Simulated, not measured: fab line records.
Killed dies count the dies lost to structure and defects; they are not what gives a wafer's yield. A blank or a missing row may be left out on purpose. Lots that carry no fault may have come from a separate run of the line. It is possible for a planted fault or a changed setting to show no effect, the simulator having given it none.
Matching of chambers    flow n5-finfet    N5_SPACER0_ALD_00 on ald-sin-02 has 4 sister chambers
The step deposits SiOCN, target thk 3.5 nm, pulse time 3 s, purge time 2 s. 20 wafers are shown with their chamber, then 10 later ones without.

EACH WAFER AND ITS CHAMBER
wafer   chamber  heater-power-w (W)  precursor-pulse-height-rel
L075.2  1        769                 1.006
L075.3  3        821                 1.013
L075.6  0        830                 1.007
L079.4  3        822                 0.988
L079.5  1        794                 0.994
L079.6  2        791                 1.014
L082.1  1        787                 0.983
L082.2  2        804                 1.002
L082.3  0        823                 0.974
L085.1  0        835                 1.050
L085.3  2        781                 1.020
L085.6  1        779                 0.994
L086.1  3        852                 1.003
L086.2  0        865                 0.982
L086.5  2        790                 1.035
L087.2  3        813                 0.990
L087.3  1        785                 0.973
L087.4  0        846                 1.004
L089.1  3        813                 0.985
L089.4  2        778                 0.996

SIGNATURES, as means of the wafers listed above
reading                     chamber 0  chamber 1  chamber 2  chamber 3  scatter within a chamber
heater-power-w              839.80     782.80     788.80     824.20     13.4
precursor-pulse-height-rel  1.00340    0.99000    1.01340    0.99580    0.0188
Rule: for each reading, subtract the chamber's mean from the wafer's reading, divide by that reading's scatter and square the result; add these up over the readings and take the root, which gives the wafer's distance from the chamber. If the next closest chamber is less than 2 further off than the closest, the wafer can't be placed; otherwise it belongs to the closest. The scatter: the root of (the sum of the squares of (reading less its chamber's mean) over the shown wafers, divided by (wafers less chambers)).

WAFERS MISSING THEIR CHAMBER
wafer   heater-power-w (W)  precursor-pulse-height-rel
L089.6  810                 1.025
L090.1  808                 1.006
L090.3  819                 1.021
L090.6  820                 1.003
L091.1  825                 0.999
L091.3  789                 0.997
L091.4  805                 1.031
L093.1  824                 0.975
L093.3  802                 0.998
L093.4  848                 1.020

THE CHAMBER EACH PASSED THROUGH
wafer   from the rows above                in truth
L089.6  can't be placed: 2 or 3 or 0 or 1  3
L090.1  can't be placed: 3 or 2 or 1 or 0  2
L090.3  can't be placed: 3 or 0 or 2 or 1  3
L090.6  can't be placed: 3 or 0 or 2       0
L091.1  can't be placed: 3 or 0            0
L091.3  can't be placed: 1 or 2            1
L091.4  can't be placed: 2 or 3 or 1 or 0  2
L093.1  can't be placed: 3 or 0            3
L093.3  can't be placed: 2 or 1 or 3 or 0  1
L093.4  can't be placed: 0 or 3            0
Placed correctly: 0 of 10. From these rows, 10 cannot be placed; in 10 the true chamber is one of the candidates. 0 placed wrongly.
